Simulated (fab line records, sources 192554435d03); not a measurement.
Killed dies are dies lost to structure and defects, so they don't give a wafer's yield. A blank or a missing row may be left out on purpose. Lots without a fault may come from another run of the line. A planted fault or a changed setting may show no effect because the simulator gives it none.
Which tool did it? | flow n5_finfet | 20 lots, 60 wafers sampled, at 6 steps of a route of 1938

WHAT THE GAUGES READ, wafer by wafer
The record holds no reading of a measuring or inspecting step that can be judged against a usual standard deviation.

WHICH TOOL RAN EACH LOT (tool, then ch and the chambers of the sampled wafers, then the start)
lot  | N5_HKMG_FIN_DESCUM_53             | N5_GATE_CUT_ETCHBACK_30          | N5_GATE_CUT_DESCUM_18              | N5_GATE_CUT_ETCH_36                | N5_GATE_CUT_VAPOR_ETCH_48         | N5_MOL_CONTACT_COAG_STRIP_98
L074 | rie_diel-04 ch 0,1,3, day 4 00:59 | rie_metal-02 ch 0,1, day 4 09:21 | rie_diel-03 ch 1,2,3, day 4 12:52  | rie_diel-03 ch 1,2,3, day 4 12:56  | rie_metal-03 ch 0,1, day 4 13:27  | rie_diel-02 ch 0,2,3, day 4 16:59
L075 | rie_diel-05 ch 0,1,2, day 4 10:31 | rie_metal-02 ch 0,1, day 4 18:49 | rie_diel-01 ch 0,2, day 4 23:17    | rie_diel-01 ch 0,2, day 4 23:20    | rie_metal-03 ch 0,1, day 4 23:52  | rie_diel-04 ch 0,2,3, day 5 03:43
L076 | rie_diel-04 ch 0,1,2, day 4 11:29 | rie_metal-03 ch 0,1, day 4 19:32 | rie_diel-01 ch 1,2, day 5 01:17    | rie_diel-01 ch 1,2, day 5 01:21    | rie_metal-02 ch 0,1, day 5 01:53  | rie_diel-04 ch 2,3, day 5 06:54
L078 | rie_diel-02 ch 0,1, day 4 23:31   | rie_metal-01 ch 0,1, day 5 07:38 | rie_diel-03 ch 0,1,2, day 5 11:15  | rie_diel-03 ch 0,1,2, day 5 11:18  | rie_metal-03 ch 0,1, day 5 11:49  | rie_diel-04 ch 1,2,3, day 5 15:32
L081 | rie_diel-02 ch 0,2,3, day 5 17:25 | rie_metal-03 ch 0,1, day 6 01:55 | rie_diel-06 ch 0,2,3, day 6 05:50  | rie_diel-06 ch 0,2,3, day 6 05:53  | rie_metal-03 ch 0,1, day 6 06:25  | rie_diel-02 ch 0,2,3, day 6 10:05
L082 | rie_diel-05 ch 1,2, day 6 02:43   | rie_metal-01 ch 0,1, day 6 10:47 | rie_diel-01 ch 1,2,3, day 6 14:27  | rie_diel-01 ch 1,2,3, day 6 14:30  | rie_metal-03 ch 0,1, day 6 15:01  | rie_diel-04 ch 1,2,3, day 6 18:34
L083 | rie_diel-04 ch 0,2,3, day 6 10:49 | rie_metal-03 ch 0,1, day 6 19:19 | rie_diel-06 ch 0,2,3, day 6 22:47  | rie_diel-06 ch 0,2,3, day 6 22:50  | rie_metal-03 ch 0,1, day 6 23:22  | rie_diel-05 ch 1,3, day 7 03:23
L084 | rie_diel-05 ch 1,2,3, day 6 13:13 | rie_metal-01 ch 0,1, day 6 21:19 | rie_diel-06 ch 0,2,3, day 7 01:03  | rie_diel-06 ch 0,2,3, day 7 01:07  | rie_metal-01 ch 0,1, day 7 01:38  | rie_diel-05 ch 2,3, day 7 05:11
L085 | rie_diel-02 ch 0,1,3, day 6 20:01 | rie_metal-01 ch 0,1, day 7 04:20 | rie_diel-01 ch 0,2, day 7 07:53    | rie_diel-01 ch 0,2, day 7 07:56    | rie_metal-01 ch 0,1, day 7 08:28  | rie_diel-05 ch 2,3, day 7 12:01
L086 | rie_diel-05 ch 0,1,3, day 7 01:40 | rie_metal-02 ch 0,1, day 7 09:59 | rie_diel-03 ch 0,1, day 7 13:34    | rie_diel-03 ch 0,1, day 7 13:37    | rie_metal-02 ch 0,1, day 7 14:08  | rie_diel-02 ch 1,2, day 7 18:09
L087 | rie_diel-05 ch 0,3, day 7 07:07   | rie_metal-02 ch 0,1, day 7 15:44 | rie_diel-06 ch 1,3, day 7 19:17    | rie_diel-06 ch 1,3, day 7 19:20    | rie_metal-02 ch 0, day 7 19:51    | rie_diel-04 ch 1,2,3, day 8 00:05
L088 | rie_diel-02 ch 2,3, day 7 11:54   | rie_metal-03 ch 0,1, day 7 19:59 | rie_diel-06 ch 0,1,2, day 8 00:13  | rie_diel-06 ch 0,1,2, day 8 00:17  | rie_metal-02 ch 0,1, day 8 00:48  | rie_diel-05 ch 2,3, day 8 04:28
L090 | rie_diel-04 ch 1,2, day 8 00:08   | rie_metal-03 ch 0,1, day 8 08:31 | rie_diel-01 ch 1,2, day 8 12:56    | rie_diel-01 ch 1,2, day 8 12:59    | rie_metal-03 ch 0,1, day 8 13:31  | rie_diel-02 ch 0,1,3, day 8 17:28
L091 | rie_diel-04 ch 1,2,3, day 8 04:32 | rie_metal-02 ch 0,1, day 8 12:42 | rie_diel-03 ch 1,2,3, day 8 16:22  | rie_diel-03 ch 1,2,3, day 8 16:25  | rie_metal-03 ch 0,1, day 8 16:56  | rie_diel-02 ch 0,2,3, day 8 20:48
L092 | rie_diel-02 ch 0,2, day 8 12:21   | rie_metal-02 ch 0,1, day 8 20:44 | rie_diel-06 ch 2,3, day 9 00:29    | rie_diel-06 ch 2,3, day 9 00:32    | rie_metal-02 ch 0,1, day 9 01:07  | rie_diel-04 ch 0,1,3, day 9 05:48
L093 | rie_diel-04 ch 1,2,3, day 8 16:26 | rie_metal-03 ch 1, day 9 00:31   | rie_diel-01 ch 1,3, day 9 04:24    | rie_diel-01 ch 1,3, day 9 04:27    | rie_metal-03 ch 1, day 9 04:58    | rie_diel-04 ch 0,1,2, day 9 08:31
L094 | rie_diel-04 ch 0,2,3, day 8 23:22 | rie_metal-01 ch 0,1, day 9 07:38 | rie_diel-01 ch 0,1,3, day 9 11:19  | rie_diel-01 ch 0,1,3, day 9 11:22  | rie_metal-01 ch 0,1, day 9 11:53  | rie_diel-04 ch 1,2,3, day 9 15:26
L095 | rie_diel-04 ch 2,3, day 9 06:51   | rie_metal-02 ch 0,1, day 9 14:59 | rie_diel-03 ch 0,1, day 9 18:26    | rie_diel-03 ch 0,1, day 9 18:29    | rie_metal-01 ch 0,1, day 9 19:01  | rie_diel-02 ch 2,3, day 9 22:43
L096 | rie_diel-05 ch 0,1,3, day 9 13:34 | rie_metal-02 ch 0, day 9 22:01   | rie_diel-03 ch 0,3, day 10 01:45   | rie_diel-03 ch 0,3, day 10 01:48   | rie_metal-01 ch 0,1, day 10 02:20 | rie_diel-02 ch 0,1,2, day 10 05:59
L097 | rie_diel-05 ch 1,3, day 9 23:14   | rie_metal-02 ch 0, day 10 07:32  | rie_diel-06 ch 1,2,3, day 10 11:07 | rie_diel-06 ch 1,2,3, day 10 11:10 | rie_metal-02 ch 0, day 10 11:53   | rie_diel-02 ch 0,3, day 10 16:05
- N5_HKMG_FIN_DESCUM_53: chemistry O2, time 7.9 s.
- N5_GATE_CUT_ETCHBACK_30: etches TiN in Cl2/Ar, target depth 3 nm.
- N5_GATE_CUT_DESCUM_18: chemistry O2, time 7 s.
- N5_GATE_CUT_ETCH_36: etches SiARC in CF4, target depth 13 nm, time 21.7 s.
- N5_GATE_CUT_VAPOR_ETCH_48: etches TiN in BCl3/Cl2.
- N5_MOL_CONTACT_COAG_STRIP_98: strips in N2/H2.

WHAT THE TOOLS THEMSELVES READ (means of the sampled wafers that have a number; where no wafer has one, the mark that the record gives instead)
N5_HKMG_FIN_DESCUM_53.
lot  | tool        | drypump_motor_current_A (A) | oes_product_au (a.u.) | rf_vpp_V (V) | showerhead_plenum_p_Torr (Torr) | throttle_valve_pct (%)
L074 | rie_diel-04 | 5.6                         | 0.82                  | 242.1        | 2.07                            | 20.54
L075 | rie_diel-05 | 5.8                         | 0.70                  | 242.4        | 2.10                            | 20.65
L076 | rie_diel-04 | 5.6                         | 0.81                  | 241.9        | 2.03                            | 20.48
L078 | rie_diel-02 | 5.6                         | 0.75                  | 243.1        | 2.06                            | 20.34
L081 | rie_diel-02 | 5.6                         | 0.78                  | 243.6        | 2.07                            | 20.45
L082 | rie_diel-05 | 5.7                         | 0.70                  | 243.8        | 2.10                            | 20.68
L083 | rie_diel-04 | 5.4                         | 0.70                  | 242.7        | 2.07                            | 20.55
L084 | rie_diel-05 | 5.9                         | 0.70                  | 243.4        | 2.11                            | 20.62
L085 | rie_diel-02 | 5.6                         | 0.75                  | 242.6        | 2.06                            | 20.45
L086 | rie_diel-05 | 6.1                         | 0.78                  | 243.2        | 2.10                            | 20.48
L087 | rie_diel-05 | 6.4                         | 0.87                  | 244.1        | 2.15                            | 20.42
L088 | rie_diel-02 | 5.6                         | 0.80                  | 244.2        | 2.14                            | 20.52
L090 | rie_diel-04 | 5.3                         | 0.78                  | 242.4        | 2.05                            | 20.49
L091 | rie_diel-04 | 5.3                         | 0.77                  | 242.4        | 2.09                            | 20.54
L092 | rie_diel-02 | 5.6                         | 0.74                  | 242.6        | 2.06                            | 20.41
L093 | rie_diel-04 | 5.2                         | 0.76                  | 242.6        | 2.09                            | 20.57
L094 | rie_diel-04 | 5.5                         | 0.79                  | 244.1        | 2.15                            | 20.47
L095 | rie_diel-04 | 5.2                         | 0.69                  | 244.5        | 2.12                            | 20.61
L096 | rie_diel-05 | 6.1                         | 0.85                  | 244.0        | 2.18                            | 20.40
L097 | rie_diel-05 | 5.8                         | 0.85                  | 244.5        | 2.22                            | 20.32

N5_GATE_CUT_ETCHBACK_30.
lot  | tool         | drypump_motor_current_A (A) | he_backside_leak_sccm (sccm) | oes_product_au (a.u.) | throttle_valve_pct (%)
L074 | rie_metal-02 | 5.9                         | 3.26                         | 0.69                  | 20.93
L075 | rie_metal-02 | 6.1                         | 3.39                         | 0.75                  | 20.89
L076 | rie_metal-03 | 5.4                         | 4.11                         | 0.78                  | 20.83
L078 | rie_metal-01 | 5.8                         | 3.55                         | 0.68                  | 20.91
L081 | rie_metal-03 | 5.3                         | 3.32                         | 0.74                  | 20.80
L082 | rie_metal-01 | 5.8                         | 3.36                         | 0.68                  | 20.91
L083 | rie_metal-03 | 5.4                         | 3.35                         | 0.78                  | 20.84
L084 | rie_metal-01 | 5.8                         | 3.53                         | 0.67                  | 20.91
L085 | rie_metal-01 | 5.7                         | 3.77                         | 0.67                  | 20.84
L086 | rie_metal-02 | 6.1                         | 3.40                         | 0.74                  | 20.90
L087 | rie_metal-02 | 5.9                         | 3.32                         | 0.68                  | 20.94
L088 | rie_metal-03 | 5.4                         | 3.41                         | 0.76                  | 20.86
L090 | rie_metal-03 | 5.4                         | 3.30                         | 0.72                  | 20.81
L091 | rie_metal-02 | 5.9                         | 3.32                         | 0.68                  | 20.96
L092 | rie_metal-02 | 5.9                         | 3.37                         | 0.67                  | 20.96
L093 | rie_metal-03 | 5.5                         | 3.45                         | 0.81                  | 20.88
L094 | rie_metal-01 | 5.8                         | 3.52                         | 0.66                  | 20.93
L095 | rie_metal-02 | 6.1                         | 3.30                         | 0.73                  | 20.91
L096 | rie_metal-02 | 6.2                         | 3.36                         | 0.77                  | 20.87
L097 | rie_metal-02 | 6.3                         | 3.46                         | 0.77                  | 20.89

N5_GATE_CUT_DESCUM_18.
lot  | tool        | drypump_motor_current_A (A) | oes_product_au (a.u.) | rf_vpp_V (V) | showerhead_plenum_p_Torr (Torr) | throttle_valve_pct (%)
L074 | rie_diel-03 | 5.8                         | 0.82                  | 243.5        | 2.11                            | 20.21
L075 | rie_diel-01 | 5.5                         | 0.74                  | 242.7        | 2.08                            | 20.70
L076 | rie_diel-01 | 5.7                         | 0.82                  | 243.7        | 2.08                            | 20.62
L078 | rie_diel-03 | 5.7                         | 0.83                  | 243.8        | 2.12                            | 20.36
L081 | rie_diel-06 | 5.9                         | 0.77                  | 242.8        | 2.10                            | 20.32
L082 | rie_diel-01 | 5.8                         | 0.84                  | 243.4        | 2.08                            | 20.51
L083 | rie_diel-06 | 5.9                         | 0.76                  | 243.1        | 2.10                            | 20.32
L084 | rie_diel-06 | 5.9                         | 0.77                  | 243.4        | 2.10                            | 20.34
L085 | rie_diel-01 | 5.5                         | 0.92                  | 243.0        | 2.08                            | 20.45
L086 | rie_diel-03 | 5.4                         | 0.76                  | 243.4        | 2.13                            | 20.35
L087 | rie_diel-06 | 6.1                         | 0.89                  | 241.7        | 2.03                            | 20.37
L088 | rie_diel-06 | 6.1                         | 0.84                  | 243.4        | 2.12                            | 20.39
L090 | rie_diel-01 | 5.6                         | 0.75                  | 242.4        | 2.03                            | 20.68
L091 | rie_diel-03 | 5.8                         | 0.78                  | 242.8        | 2.10                            | 20.27
L092 | rie_diel-06 | 5.6                         | 0.76                  | 242.9        | 2.06                            | 20.33
L093 | rie_diel-01 | 5.8                         | 0.77                  | 241.7        | 2.03                            | 20.58
L094 | rie_diel-01 | 5.7                         | 0.83                  | 242.2        | 2.05                            | 20.46
L095 | rie_diel-03 | 5.5                         | 0.74                  | 244.3        | 2.12                            | 20.37
L096 | rie_diel-03 | 6.0                         | 0.83                  | 242.3        | 2.04                            | 20.50
L097 | rie_diel-06 | 5.9                         | 0.78                  | 242.0        | 2.04                            | 20.38

N5_GATE_CUT_ETCH_36.
lot  | tool        | cf4_flow_sccm (sccm) | drypump_motor_current_A (A) | etch_rf_on_time_s (s) | oes_product_au (a.u.) | rf_vpp_V (V) | showerhead_plenum_p_Torr (Torr) | throttle_valve_pct (%)
L074 | rie_diel-03 | 100.2                | 5.7                         | 21.7                  | 0.70                  | 183.7        | 2.16                            | 15.43
L075 | rie_diel-01 | 100.0                | 5.5                         | 22.0                  | 0.64                  | 183.6        | 2.14                            | 15.90
L076 | rie_diel-01 | 100.0                | 5.7                         | 21.8                  | 0.69                  | 184.3        | 2.13                            | 15.76
L078 | rie_diel-03 | 100.1                | 5.7                         | 21.5                  | 0.72                  | 184.3        | 2.17                            | 15.52
L081 | rie_diel-06 | 100.0                | 5.9                         | 21.9                  | 0.66                  | 183.8        | 2.14                            | 15.50
L082 | rie_diel-01 | 100.3                | 5.8                         | 21.8                  | 0.71                  | 183.6        | 2.13                            | 15.66
L083 | rie_diel-06 | 100.2                | 5.9                         | 21.9                  | 0.65                  | 184.9        | 2.14                            | 15.51
L084 | rie_diel-06 | 99.8                 | 5.9                         | 21.7                  | 0.65                  | 184.3        | 2.14                            | 15.51
L085 | rie_diel-01 | 99.9                 | 5.5                         | 21.5                  | 0.78                  | 183.6        | 2.13                            | 15.59
L086 | rie_diel-03 | 100.1                | 5.5                         | 21.9                  | 0.65                  | 184.5        | 2.17                            | 15.55
L087 | rie_diel-06 | 100.1                | 6.1                         | 21.6                  | 0.75                  | 183.2        | 2.08                            | 15.55
L088 | rie_diel-06 | 100.1                | 6.1                         | 21.7                  | 0.73                  | 184.5        | 2.17                            | 15.55
L090 | rie_diel-01 | 100.0                | 5.6                         | 22.0                  | 0.64                  | 183.6        | 2.08                            | 15.86
L091 | rie_diel-03 | 99.9                 | 5.7                         | 21.5                  | 0.67                  | 184.3        | 2.15                            | 15.50
L092 | rie_diel-06 | 100.2                | 5.6                         | 22.0                  | 0.65                  | 183.4        | 2.12                            | 15.53
L093 | rie_diel-01 | 100.6                | 5.8                         | 21.6                  | 0.66                  | 183.9        | 2.08                            | 15.73
L094 | rie_diel-01 | 100.0                | 5.7                         | 21.4                  | 0.72                  | 182.3        | 2.11                            | 15.61
L095 | rie_diel-03 | 100.2                | 5.5                         | 22.0                  | 0.64                  | 184.4        | 2.16                            | 15.58
L096 | rie_diel-03 | 100.2                | 6.0                         | 21.7                  | 0.72                  | 183.2        | 2.08                            | 15.60
L097 | rie_diel-06 | 100.1                | 5.9                         | 21.9                  | 0.68                  | 183.7        | 2.09                            | 15.58

N5_GATE_CUT_VAPOR_ETCH_48.
lot  | tool         | drypump_motor_current_A (A) | he_backside_leak_sccm (sccm) | oes_product_au (a.u.)
L074 | rie_metal-03 | 5.4                         | 3.1                          | 0.79
L075 | rie_metal-03 | 5.4                         | 3.2                          | 0.79
L076 | rie_metal-02 | 6.0                         | 3.3                          | 0.75
L078 | rie_metal-03 | 5.4                         | 3.3                          | 0.75
L081 | rie_metal-03 | 5.4                         | 3.4                          | 0.78
L082 | rie_metal-03 | 5.4                         | 3.3                          | 0.77
L083 | rie_metal-03 | 5.4                         | 3.4                          | 0.77
L084 | rie_metal-01 | 5.7                         | 3.7                          | 0.67
L085 | rie_metal-01 | 5.6                         | 3.5                          | 0.67
L086 | rie_metal-02 | 6.1                         | 3.4                          | 0.74
L087 | rie_metal-02 | 6.3                         | 3.4                          | 0.80
L088 | rie_metal-02 | 6.0                         | 3.3                          | 0.74
L090 | rie_metal-03 | 5.4                         | 3.3                          | 0.72
L091 | rie_metal-03 | 5.3                         | 3.3                          | 0.72
L092 | rie_metal-02 | 5.9                         | 3.5                          | 0.67
L093 | rie_metal-03 | 5.4                         | 3.9                          | 0.80
L094 | rie_metal-01 | 5.8                         | 3.4                          | 0.66
L095 | rie_metal-01 | 5.7                         | 3.5                          | 0.66
L096 | rie_metal-01 | 5.6                         | 3.5                          | 0.66
L097 | rie_metal-02 | 6.2                         | 3.4                          | 0.77

N5_MOL_CONTACT_COAG_STRIP_98.
lot  | tool        | drypump_motor_current_A (A) | oes_product_au (a.u.) | rf_vpp_V (V) | showerhead_plenum_p_Torr (Torr) | throttle_valve_pct (%)
L074 | rie_diel-02 | 5.7                         | 0.79                  | 55.2         | 3.34                            | 18.96
L075 | rie_diel-04 | 5.5                         | 0.71                  | 55.1         | 3.33                            | 19.10
L076 | rie_diel-04 | 5.2                         | 0.72                  | 55.8         | 3.37                            | 18.97
L078 | rie_diel-04 | 5.3                         | 0.80                  | 53.9         | 3.36                            | 19.08
L081 | rie_diel-02 | 5.6                         | 0.79                  | 53.6         | 3.33                            | 18.99
L082 | rie_diel-04 | 5.3                         | 0.78                  | 53.7         | 3.35                            | 19.10
L083 | rie_diel-05 | 5.8                         | 0.69                  | 53.4         | 3.28                            | 19.36
L084 | rie_diel-05 | 6.3                         | 0.71                  | 54.1         | 3.47                            | 18.98
L085 | rie_diel-05 | 6.3                         | 0.70                  | 54.8         | 3.46                            | 18.98
L086 | rie_diel-02 | 5.7                         | 0.77                  | 55.1         | 3.50                            | 19.02
L087 | rie_diel-04 | 5.3                         | 0.78                  | 54.7         | 3.35                            | 19.13
L088 | rie_diel-05 | 6.3                         | 0.70                  | 55.4         | 3.46                            | 19.01
L090 | rie_diel-02 | 5.7                         | 0.74                  | 55.0         | 3.31                            | 18.90
L091 | rie_diel-02 | 5.6                         | 0.76                  | 54.2         | 3.32                            | 19.03
L092 | rie_diel-04 | 5.6                         | 0.85                  | 53.0         | 3.44                            | 19.17
L093 | rie_diel-04 | 5.6                         | 0.85                  | 53.5         | 3.39                            | 18.88
L094 | rie_diel-04 | 5.3                         | 0.75                  | 55.0         | 3.34                            | 19.15
L095 | rie_diel-02 | 5.7                         | 0.78                  | 53.7         | 3.43                            | 19.24
L096 | rie_diel-02 | 5.7                         | 0.74                  | 53.3         | 3.40                            | 18.99
L097 | rie_diel-02 | 5.6                         | 0.71                  | 54.3         | 3.21                            | 18.86

THE ANSWER, worked out from the rows above alone
Rule: what is usual is taken from the lots themselves. Put in order of their means at a reading, lots are off if they are a third of the lots or fewer, leave a main group of 4 or more, and stand apart from it by a gap of 3 or more times the standard deviation of the main group's means; of several such gaps the widest counts. A main group whose means are all the same, to the digits that the tables above print for the reading, isn't used. A lot without any number at a reading at which 4 lots or more have one is off too. The other lots that the step has rows for count as sound. The gauges are gone through in route order, then the tools' own readings, and for those a lot's mean is taken as printed above. The first step at which some lot is off is used, and at that step the reading that is off furthest; a lot without a number counts as furthest.
No lot is off at any reading shown: from this, nothing can be told.

WHAT THE SIMULATOR HAD PUT IN
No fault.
